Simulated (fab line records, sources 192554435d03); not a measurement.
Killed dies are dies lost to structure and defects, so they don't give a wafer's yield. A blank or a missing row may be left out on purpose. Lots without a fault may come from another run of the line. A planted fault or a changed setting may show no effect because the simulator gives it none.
Chamber matching | flow n5_finfet | N5_GATE_CUT_DESCUM_18 on rie_diel-01: 4 sister chambers
The step chemistry O2, time 7 s. 4 wafers are shown with their chamber, then 9 later ones without.

WAFERS WITH THEIR CHAMBER
wafer  | chamber | showerhead_plenum_p_Torr (Torr)
L088.4 | 0       | 2.11
L090.1 | 3       | 2.09
L090.4 | 1       | 2.24
L090.5 | 2       | 2.17

WAFERS WITHOUT THEIR CHAMBER
wafer  | showerhead_plenum_p_Torr (Torr)
L094.1 | 2.24
L094.4 | 2.16
L094.5 | 2.16
L095.1 | 2.16
L095.4 | 2.24
L095.6 | 2.16
L096.3 | 2.11
L096.5 | 2.16
L096.6 | 2.09

WHICH CHAMBER EACH WENT THROUGH
wafer  | from the rows above | in truth
L094.1 | 1                   | 1
L094.4 | 2                   | 2
L094.5 | 2                   | 2
L095.1 | 2                   | 2
L095.4 | 1                   | 1
L095.6 | 2                   | 2
L096.3 | 0                   | 0
L096.5 | 2                   | 2
L096.6 | 3                   | 3
Placed correctly: 9 of 9. Can't be placed from these rows: 0. Placed wrongly: 0.
How it was worked out, from the rows above alone: a wafer's distance from a chamber is the root of the sum, over the readings, of the square of ((its reading less the chamber's mean) divided by the reading's scatter). The wafer belongs to the nearest chamber; if the next one is less than 2 further off, it can't be placed. A chamber's mean is the mean of its shown wafers. The scatter: with one shown wafer a chamber, the root of the mean of the squares of how far each hidden wafer lies from its nearest shown one.
